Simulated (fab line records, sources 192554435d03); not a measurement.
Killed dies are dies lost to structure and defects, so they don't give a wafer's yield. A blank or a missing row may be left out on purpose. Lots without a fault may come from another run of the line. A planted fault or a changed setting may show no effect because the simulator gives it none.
fab line records | flow n5_finfet
record lots=6 wafers=18 last_day=18
route steps=1938 shown PMOS_HMC_CHANNEL_EPI@61 BEOL_M4@1111
lots that met no fault: from a run of the same line without faults
start_h: hours from the record's first day to the start of the lot's first wafer shown | wait_h: hours since the lot's step before | " the same as in the row above | L1.1+2: a row that stands for several wafers | - no value, or no start given | * or withheld: withheld | < > ~ a bound
route shown NAME@n: a module of which the file shows steps, and the number in the route of the first | usual: mean/standard deviation of fault-free wafers | same: alike in all rows | chamber/n: place in a boat | sites: the reading at each site | _std_site: their standard deviation | _edge_site: outer sites' mean less inner sites' | radius_mm: how far each site lies from the wafer's centre | mask NAME#n: copy n | behind: the tool/chamber that last shaped the wafer | hold: why the lot was held/for how many hours/how that ended | device: the transistor (n, p or np) that didn't switch | end of line: the same wafers' tests at the end of the route | a step without rows: its recipe alone | killed: dies lost to structure and defects at the first sort, not the wafer's yield | map: a wafer's dies, x killed, . not, _ none there
set.NAME: the setting as run; set.NAME@STEP: as run at that earlier step | model.NAME: the simulator's own value behind a step, which no gauge read
lots at some steps of the route; a table a step, a row a wafer
services: from which hour (start_h, from the record's first day; less than 0 if before it) a tool's chamber was out of use, for how many hours, and why
## steps
# step N5_PMOS_HMC_CHANNEL_EPI_SOFTBAKE_04
# recipe temp_c=110 time_s=60 resist=CAR-ArF-block
# step N5_PMOS_HMC_CHANNEL_EPI_EXPOSE_06
# recipe mask_id=PMOS_HMC_BLK na=1.35 source_shape=conventional sigma_outer=0.8 polarization=unpolarized target_cd_nm=240 dose_mj=41
# step N5_PMOS_HMC_CHANNEL_EPI_PEB_07
# recipe peb_temp_c=110 peb_time_s=60 resist=CAR-ArF-block
# step N5_PMOS_HMC_CHANNEL_EPI_DEVELOP_08
# recipe develop_time_s=30 developer=TMAH resist=CAR-ArF-block dev_temp_c=23 rinse_liquid=diw dry=air_spin
# step N5_PMOS_HMC_CHANNEL_EPI_CD_MEAS_09
# recipe target_cd_nm=237.4 landing_energy_ev=500 detector=se_inlens
# usual cd_nm=237.3/1.1
# columns lot.wafer tool chamber start_h wait_h cd_nm
L666.1 cd_sem-03 0 52.99 - 238.7
L666.3 " 0 " " 239.3
L666.4 " 0 " " 238.6
L671.1 cd_sem-01 0 83.60 - 237.2
L671.5 " 0 " " 236.1
L671.6 " 0 " " 236.9
L674.2 cd_sem-03 0 101.10 - 236.2
L674.3 " 0 " " 236.7
L674.4 " 0 " " 237.2
L680.2 cd_sem-02 0 137.18 - 237.8
L680.3 " 0 " " 238.2
L680.4 " 0 " " 237.2
L681.1 cd_sem-01 0 143.67 - 236.7
L681.2 " 0 " " 239.0
L681.4 " 0 " " 236.6
L683.1 cd_sem-03 0 155.45 - 239.6
L683.4 " 0 " " 239.0
L683.6 " 0 " " 238.6
# step N5_PMOS_HMC_CHANNEL_EPI_OVL_MEAS_10
# recipe points_per_wafer=44
# usual PMOS_HMC_BLK_OVL=0.3/0.93
# columns lot.wafer tool chamber start_h wait_h PMOS_HMC_BLK_OVL[nm]
L666.1 overlay-01 0 53.02 0.0 0.6
L666.3 " 0 " " -0.6
L666.4 " 0 " " -1.3
L671.1 overlay-01 0 83.63 0.0 -1.0
L671.5 " 0 " " -0.5
L671.6 " 0 " " 0.0
L674.2 overlay-02 0 101.13 0.0 1.2
L674.3 " 0 " " 0.7
L674.4 " 0 " " 0.6
L680.2 overlay-01 0 137.21 0.0 0.9
L680.3 " 0 " " 0.6
L680.4 " 0 " " 0.8
L681.1 overlay-01 0 143.70 0.0 0.7
L681.2 " 0 " " 0.4
L681.4 " 0 " " 0.1
L683.1 overlay-01 0 155.48 0.0 0.7
L683.4 " 0 " " 1.0
L683.6 " 0 " " 0.9
# step N5_PMOS_HMC_CHANNEL_EPI_INSPECT_11
# recipe mode=adi inspect_instrument=macro
# usual raw_defect_count=2/1.4
# columns lot.wafer tool chamber start_h wait_h raw_defect_count
L666.1 defect_inspect-02 - 53.05 0.0 1
L666.3 " - " " 3
L666.4 " - " " 2
L671.1 defect_inspect-02 - 83.65 0.0 4
L671.5 " - " " 2
L671.6 " - " " 2
L674.2 defect_inspect-01 - 101.15 0.0 4
L674.3 " - " " 1
L674.4 " - " " 1
L680.2 defect_inspect-02 - 137.23 0.0 1
L680.3 " - " " 0
L680.4 " - " " 1
L681.1 defect_inspect-02 - 143.72 0.0 1
L681.2 " - " " 0
L681.4 " - " " 2
L683.1 defect_inspect-02 - 155.51 0.0 2
L683.4 " - " " 2
L683.6 " - " " 5
# step N5_PMOS_HMC_CHANNEL_EPI_DESCUM_14
# recipe chemistry=O2 time_s=7.9 source_power_w=50 bias_power_w=20 pressure_mtorr=20 rf_frequency_hz=2.712e+07 temp_c=40 resist=CAR-ArF-block o2_flow_sccm=225
# usual drypump_motor_current_A=5.7/0.42 oes_product_au=0.79/0.1 rf_fwd_power_W=49.38/0.24 rf_vpp_V=243.1/1.6 showerhead_plenum_p_Torr=2.09/0.089 throttle_valve_pct=20.54/0.2
# columns lot.wafer tool chamber start_h wait_h drypump_motor_current_A oes_product_au rf_fwd_power_W rf_hours_counter_h rf_vpp_V showerhead_plenum_p_Torr throttle_valve_pct
L666.1 rie_diel-05 2 53.10 0.1 5.5 0.86 49.14 53 241.9 2.04 20.47
L666.3 " 0 " " 5.4 0.73 49.51 191 242.3 1.98 20.42
L666.4 " 0 " " 5.4 0.72 49.48 - 241.6 1.98 20.41
L671.1 rie_diel-02 2 83.68 0.0 5.8 0.92 49.52 9 245.2 2.23 20.30
L671.5 " 1 " " 5.1 0.67 49.31 - 241.9 2.05 20.76
L671.6 " 2 " " 5.8 0.93 49.54 - 245.6 2.23 20.29
L674.2 rie_diel-02 1 101.18 0.0 5.1 0.65 49.23 248 243.0 2.05 20.77
L674.3 " 2 " " 5.9 0.92 49.69 16 246.4 2.23 20.32
L674.4 " 3 " " 5.7 1.00 49.49 3 243.4 2.05 20.37
L680.2 rie_diel-05 0 137.27 0.0 5.4 0.70 49.31 213 242.6 1.98 20.45
L680.3 " 2 " " 5.5 0.84 49.37 76 243.5 2.03 20.49
L680.4 " 1 " " 6.3 0.71 49.32 185 242.4 2.09 20.74
L681.1 rie_diel-02 2 143.97 0.3 5.8 0.87 49.61 24 246.0 2.22 20.32
L681.2 " 0 " " 5.8 0.72 49.42 177 244.0 2.10 20.70
L681.4 " 3 " " 5.7 0.94 49.62 - 242.2 2.05 20.38
L683.1 rie_diel-05 2 155.54 0.0 5.5 0.83 49.36 81 243.2 2.03 20.51
L683.4 " 1 " " 6.3 0.71 49.46 190 243.2 2.09 20.76
L683.6 " 2 " " 5.5 0.82 49.35 - 242.6 2.03 20.51
# step N5_PMOS_HMC_CHANNEL_EPI_ETCH_32
# recipe chemistry=N2/H2 target=BARC stop_on=SiO2 target_depth_a=858 over_etch_frac=0.3 time_s=50.3 ion_energy_ev=200 mask_material=CAR-ArF-block pressure_mtorr=30 source_w=840 bias_w=150 n2_flow_sccm=200 h2_flow_sccm=200
# usual drypump_motor_current_A=5.7/0.42 oes_product_au=0.67/0.082 rf_fwd_power_W=832/3.6 rf_vpp_V=524/3 showerhead_plenum_p_Torr=2.54/0.1 throttle_valve_pct=18.07/0.22
# same over_etch_frac=0.3
# columns lot.wafer tool chamber start_h wait_h drypump_motor_current_A oes_product_au rf_fwd_power_W rf_hours_counter_h rf_vpp_V showerhead_plenum_p_Torr throttle_valve_pct
L666.1 rie_diel-05 2 53.14 0.0 5.5 0.72 827 53 522 2.48 17.88
L666.3 " 0 " " 5.4 0.61 831 191 520 2.44 18.16
L666.4 " 0 " " 5.4 0.61 829 - 521 2.44 18.18
L671.1 rie_diel-02 2 83.72 0.0 5.8 0.79 831 10 529 2.72 17.84
L671.5 " 1 " " 5.1 0.57 834 - 523 2.50 18.34
L671.6 " 2 " " 5.8 0.79 835 - 529 2.72 17.85
L674.2 rie_diel-02 1 101.22 0.0 5.1 0.57 832 248 522 2.50 18.34
L674.3 " 2 " " 5.9 0.78 833 16 529 2.71 17.85
L674.4 " 3 " " 5.7 0.84 835 3 523 2.52 18.01
L680.2 rie_diel-05 0 137.30 0.0 5.4 0.60 832 213 521 2.43 18.22
L680.3 " 2 " " 5.5 0.70 834 76 522 2.47 17.91
L680.4 " 1 " " 6.3 0.61 834 185 525 2.55 18.30
L681.1 rie_diel-02 2 144.01 0.0 5.8 0.76 836 24 529 2.71 17.88
L681.2 " 0 " " 5.8 0.62 836 177 523 2.54 18.12
L681.4 " 3 " " 5.7 0.81 834 - 525 2.51 18.03
L683.1 rie_diel-05 2 155.58 0.0 5.5 0.70 829 81 521 2.47 17.91
L683.4 " 1 " " 6.3 0.61 833 190 524 2.55 18.32
L683.6 " 2 " " 5.5 0.69 834 - 522 2.47 17.93
# step N5_PMOS_HMC_CHANNEL_EPI_HM_OPEN_15
# recipe chemistry=CHF3/O2 target=SiO2 mask_material=CAR-ArF-block target_depth_a=406 CHF3_flow_sccm=50 O2_flow_sccm=5 Ar_flow_sccm=200 time_s=20.3 pressure_mtorr=30 source_w=650 bias_w=170 ion_energy_ev=200
# usual drypump_motor_current_A=5.7/0.42 mfc_ar_sccm=200.0/0.59 oes_f_703_au=0.78/0.097 oes_product_au=0.79/0.1 rf_fwd_power_W=645.1/2.5 rf_vpp_V=528/7.5 showerhead_plenum_p_Torr=2.40/0.095 throttle_valve_pct=19.01/0.23
# columns lot.wafer tool chamber start_h wait_h drypump_motor_current_A mfc_ar_sccm oes_f_703_au oes_product_au rf_fwd_power_W rf_hours_counter_h rf_vpp_V showerhead_plenum_p_Torr throttle_valve_pct
L666.1 rie_diel-05 2 53.18 0.0 5.5 199.9 0.84 0.87 645.0 53 517 2.35 18.90
L666.3 " 0 " " 5.4 200.0 0.71 0.72 645.2 191 539 2.28 18.92
L666.4 " 0 " " 5.4 199.8 0.71 0.72 646.0 - 540 2.28 18.90
L671.1 rie_diel-02 2 83.76 0.0 5.8 200.0 0.93 0.94 644.2 10 535 2.54 18.69
L671.5 " 1 " " 5.1 199.5 0.68 0.67 649.2 - 531 2.39 19.39
L671.6 " 2 " " 5.8 200.2 0.93 0.94 646.1 - 536 2.54 18.68
L674.2 rie_diel-02 1 101.26 0.0 5.1 199.5 0.66 0.67 643.8 248 529 2.39 19.40
L674.3 " 2 " " 5.8 200.7 0.91 0.91 645.6 16 535 2.54 18.68
L674.4 " 3 " " 5.7 200.3 0.99 1.01 647.0 3 524 2.37 18.83
L680.2 rie_diel-05 0 137.34 0.0 5.4 201.1 0.69 0.70 641.7 213 540 2.28 18.95
L680.3 " 2 " " 5.5 200.1 0.81 0.83 644.3 76 516 2.34 18.94
L680.4 " 1 " " 6.3 199.5 0.69 0.69 644.4 185 525 2.39 19.10
L681.1 rie_diel-02 2 144.05 0.0 5.9 201.0 0.89 0.90 647.0 24 537 2.54 18.69
L681.2 " 0 " " 5.7 200.4 0.74 0.72 644.4 177 531 2.40 19.13
L681.4 " 3 " " 5.7 199.6 0.97 0.97 643.5 - 526 2.36 18.85
L683.1 rie_diel-05 2 155.62 0.0 5.5 199.1 0.80 0.82 645.7 81 517 2.34 18.96
L683.4 " 1 " " 6.3 199.9 0.68 0.69 644.8 190 523 2.39 19.12
L683.6 " 2 " " 5.5 199.9 0.81 0.83 642.4 - 513 2.34 18.94
# step N5_PMOS_HMC_CHANNEL_EPI_STRIP_33
# recipe chemistry=N2/H2 power_w=500 temp_c=40 pressure_mtorr=50 rf_frequency_hz=6e+07 overash_fraction=0.3 bias_power_w=8 h2_frac=0.5 n2_flow_sccm=300 h2_flow_sccm=300
# usual drypump_motor_current_A=5.7/0.42 oes_product_au=0.79/0.1 rf_vpp_V=54.2/1.7 showerhead_plenum_p_Torr=3.36/0.13 throttle_valve_pct=19.2/0.34
# columns lot.wafer tool chamber start_h wait_h drypump_motor_current_A oes_product_au rf_hours_counter_h rf_vpp_V showerhead_plenum_p_Torr throttle_valve_pct
L666.1 rie_diel-05 2 53.23 0.0 5.5 0.86 53 54.4 3.28 18.8
L666.3 " 0 " " 5.4 0.71 191 54.8 3.23 19.6
L666.4 " 0 " " 5.4 0.71 - 52.6 3.23 19.6
L671.1 rie_diel-02 2 83.82 0.0 5.9 0.94 10 57.3 3.58 19.2
L671.5 " 1 " " 5.1 0.66 - 54.6 3.31 19.5
L671.6 " 2 " " 5.9 0.94 - 52.0 3.58 19.2
L674.2 rie_diel-02 1 101.32 0.0 5.1 0.66 248 54.9 3.30 19.5
L674.3 " 2 " " 5.8 0.90 16 57.1 3.58 19.2
L674.4 " 3 " " 5.8 1.00 3 52.8 3.33 19.4
L680.2 rie_diel-05 0 137.40 0.0 5.4 0.71 213 53.2 3.22 19.7
L680.3 " 2 " " 5.5 0.82 76 54.7 3.26 18.9
L680.4 " 1 " " 6.3 0.72 185 57.5 3.36 19.5
L681.1 rie_diel-02 2 144.11 0.0 5.8 0.90 24 51.8 3.57 19.2
L681.2 " 0 " " 5.7 0.72 177 55.2 3.35 19.0
L681.4 " 3 " " 5.7 0.97 - 53.9 3.32 19.4
L683.1 rie_diel-05 2 155.68 0.0 5.5 0.82 81 56.8 3.26 18.9
L683.4 " 1 " " 6.3 0.70 190 53.3 3.36 19.5
L683.6 " 2 " " 5.5 0.82 - 54.6 3.26 18.9
# step N5_PMOS_HMC_CHANNEL_EPI_STRIP_17
# recipe chemistry=SPM time_s=750 temp_c=130 h2so4_h2o2_vol_ratio=4 dry=ipa_marangoni
# step N5_PMOS_HMC_CHANNEL_EPI_ETCH_38
# recipe chemistry=CF4 target=SiO2 target_depth_a=15 ion_energy_ev=350 pressure_mtorr=10 icp_w=800 bias_w=400 cf4_flow_sccm=80
# usual drypump_motor_current_A=5.7/0.44 he_backside_leak_sccm=2.73/0.25 oes_product_au=0.993/0.018 rf_fwd_power_W=785/3.9 throttle_valve_pct=21.82/0.24
# columns lot.wafer tool chamber start_h wait_h drypump_motor_current_A he_backside_leak_sccm oes_product_au rf_fwd_power_W rf_hours_counter_h throttle_valve_pct model.etch.depth_nm
L666.1 rie_si-02 2 53.78 0.0 5.2 2.61 1.033 793 115 21.94 1.561
L666.3 " 0 " " 5.4 2.55 1.011 784 57 22.27 1.515
L666.4 " 3 " " 6.1 2.53 0.976 787 4 22.03 1.473
L671.1 rie_si-05 2 84.33 0.0 5.6 2.61 0.982 778 183 21.75 1.458
L671.5 " 2 " " 5.6 2.64 0.984 780 - 21.74 1.473
L671.6 " 1 " " 6.4 2.97 0.963 782 - 21.63 1.476
L674.2 rie_si-05 2 101.64 0.0 5.6 2.86 0.979 778 183 21.73 1.464
L674.3 " 3 " " 5.6 2.97 0.808 782 144 21.62 1.049
L674.4 " 1 " " 6.5 2.98 0.961 787 132 21.64 1.469
L680.2 rie_si-05 1 137.70 0.0 6.5 3.09 0.965 783 133 21.65 1.486
L680.3 " 3 " " 5.6 2.88 0.824 783 145 21.63 1.061
L680.4 " 2 " " 5.6 2.62 0.977 781 184 21.77 1.454
L681.1 rie_si-04 1 144.41 0.0 5.4 2.75 0.998 793 66 21.69 1.439
L681.2 " 0 " " 5.9 2.55 0.992 787 7 21.53 1.482
L681.4 " 2 " " 6.2 2.46 0.975 789 160 21.85 1.473
L683.1 rie_si-02 0 155.98 0.0 5.4 2.53 1.006 787 58 22.28 1.492
L683.4 " 1 " " 5.8 2.54 0.980 788 95 22.22 1.452
L683.6 " 1 " " 5.8 2.52 0.978 788 - 22.22 1.459
# step N5_PMOS_HMC_CHANNEL_EPI_FIN_RECESS_16
# recipe chemistry=HBr/Cl2 target=Si mask_material=SiO2 target_depth_a=540 time_s=18 pressure_mtorr=10 icp_w=800 bias_w=75 HBr_flow_sccm=150 Cl2_flow_sccm=80
# usual HBr_flow_sccm=150.0/0.43 drypump_motor_current_A=5.7/0.43 he_backside_leak_sccm=2.72/0.28 oes_product_au=0.994/0.014 rf_fwd_power_W=795.8/2.6 throttle_valve_pct=35.62/0.28
# columns lot.wafer tool chamber start_h wait_h HBr_flow_sccm drypump_motor_current_A he_backside_leak_sccm oes_product_au rf_fwd_power_W rf_hours_counter_h throttle_valve_pct
L666.1 rie_si-02 2 53.80 0.0 149.1 5.3 2.57 0.997 796.5 115 35.86
L666.3 " 0 " " 149.4 5.4 2.49 0.999 800.9 57 35.87
L666.4 " 3 " " 150.1 6.1 2.62 0.985 797.2 4 35.98
L671.1 rie_si-05 2 84.35 0.0 149.9 5.6 2.60 0.986 790.8 183 35.63
L671.5 " 2 " " 150.5 5.6 2.62 0.979 795.2 - 35.62
L671.6 " 1 " " 150.1 6.4 2.81 0.956 792.7 - 35.69
L674.2 rie_si-05 2 101.66 0.0 150.0 5.6 2.67 0.990 792.0 183 35.59
L674.3 " 3 " " 149.8 5.6 2.84 1.026 797.9 144 35.60
L674.4 " 1 " " 150.3 6.4 3.04 0.963 794.0 132 35.68
L680.2 rie_si-05 1 137.72 0.0 150.1 6.4 2.99 0.967 795.4 133 35.68
L680.3 " 3 " " 149.7 5.7 2.91 1.014 795.9 145 35.59
L680.4 " 2 " " 149.6 5.6 2.62 0.986 792.2 184 35.62
L681.1 rie_si-04 1 144.43 0.0 150.0 5.5 2.60 1.009 795.3 66 35.34
L681.2 " 0 " " 150.0 5.9 2.51 0.992 796.8 7 35.49
L681.4 " 2 " " 150.1 6.2 2.45 0.993 795.2 160 35.74
L683.1 rie_si-02 0 156.00 0.0 150.3 5.4 2.49 0.992 796.7 58 35.89
L683.4 " 1 " " 150.4 5.8 2.58 0.984 797.6 95 35.99
L683.6 " 1 " " 150.7 5.8 2.57 0.988 796.7 - 35.99
# step N5_BEOL_M4_RC_MEAS_101
# usual DIBL_N=36.4/1.6 DIBL_P=36.2/1.8 IOFF_N=0.159/0.029 IOFF_P=0.21/0.034 ION_N=670/12 ION_P=459/8.2 SS_N=71.5/0.59 SS_P=73.2/0.54 VT_N=250/3.3 VT_P=-250/3.7
# columns lot.wafer tool chamber start_h wait_h DIBL_N[mV/V] DIBL_P[mV/V] IOFF_N[nA/um] IOFF_P[nA/um] ION_N[uA/um] ION_P[uA/um] SS_N[mV/dec] SS_P[mV/dec] VT_N[mV] VT_P[mV]
L666.1 prober-01 0 216.57 0.0 34.2 34.3 0.129 0.20 666 457 70.5 72.3 249 -251
L666.3 " 0 " " 35.8 36.2 0.162 0.22 677 465 72.7 73.8 246 -247
L666.4 " 0 " " 35.6 35.2 0.148 0.21 679 461 71.7 73.2 250 -246
L674.2 prober-02 0 258.55 0.2 37.3 36.2 0.170 0.20 668 459 71.8 73.3 249 -250
L674.3 " 0 " " 34.6 33.0 0.116 0.16 657 451 71.1 72.5 257 -251
L674.4 " 0 " " 39.6 39.0 0.220 0.24 690 466 71.7 73.3 247 -251
L671.1 prober-01 0 259.90 0.0 37.5 36.6 0.162 0.19 655 444 71.5 73.4 254 -254
L671.5 " 0 " " 35.2 35.0 0.129 0.17 660 451 71.4 72.3 253 -253
L671.6 " 0 " " 38.4 38.9 0.180 0.22 662 453 71.8 73.8 253 -252
L680.2 prober-02 0 304.25 0.2 36.5 34.4 0.146 0.17 665 455 72.2 72.6 250 -253
L680.3 " 0 " " 37.5 36.1 0.160 0.21 666 459 72.0 73.2 249 -252
L680.4 " 0 " " 37.6 35.4 0.173 0.19 684 461 71.6 73.4 247 -250
L681.1 prober-02 0 310.94 0.0 37.1 37.5 0.159 0.17 675 452 71.4 72.2 250 -256
L681.2 " 0 " " 38.1 38.0 0.164 0.18 668 445 71.3 73.0 249 -256
L681.4 " 0 " " 37.7 37.7 0.155 0.17 675 447 72.1 72.6 251 -258
L683.1 prober-02 0 335.18 0.0 34.1 35.5 0.141 0.23 670 476 71.9 73.0 250 -247
L683.4 " 0 " " 35.7 37.1 0.160 0.26 663 464 71.1 73.7 249 -245
L683.6 " 0 " " 38.0 39.3 0.218 0.31 701 481 71.8 74.1 245 -240
## services
# columns tool chamber start_h hours kind
rie_diel-02 2 31.13 - clean
rie_diel-02 2 31.13 - consumable_replace:focus_ring
rie_diel-02 2 31.13 - consumable_replace:showerhead
rie_diel-02 2 31.13 14.0 scheduled_down
rie_diel-02 2 31.13 14.0 vent_cycle
rie_diel-05 0 44.41 2.8 repair
rie_diel-05 1 45.34 8.6 repair
rie_si-05 1 52.46 7.0 repair
rie_si-04 - 68.62 2.7 repair
rie_diel-02 3 77.62 - clean
rie_diel-02 3 77.62 - consumable_replace:focus_ring
rie_diel-02 3 77.62 12.6 scheduled_down
rie_diel-02 3 77.62 12.6 vent_cycle
rie_si-05 3 85.47 14.4 repair
rie_diel-02 - 110.04 15.6 pm
rie_si-04 0 115.10 8.9 repair
rie_si-02 3 117.12 13.7 repair
rie_si-04 1 121.01 2.2 repair
rie_diel-02 1 126.64 - clean
rie_diel-02 1 126.64 - consumable_replace:focus_ring
rie_diel-02 1 126.64 20.7 scheduled_down
rie_diel-02 1 126.64 20.7 vent_cycle
rie_si-05 2 142.14 3.9 repair
rie_diel-02 2 146.85 7.3 repair
## key
first_sign step=N5_PMOS_HMC_CHANNEL_EPI_ETCH_38 reading=oes_product_au direction=down sigmas=10 usual=0.993 struck=0.816
effect none on later readings
model_effect step=N5_PMOS_HMC_CHANNEL_EPI_ETCH_38 value=etch.depth_nm without=1.541 struck=1.055
met_at N5_PMOS_HMC_CHANNEL_EPI_ETCH_38
struck_wafers L674.3,L680.3
fault kind=process_parameter_drift tool=rie_si-05 chamber=3 onset_h=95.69 steps=N5_PMOS_HMC_CHANNEL_EPI_ETCH_38 channel=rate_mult offset=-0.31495 shape=step end_h=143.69
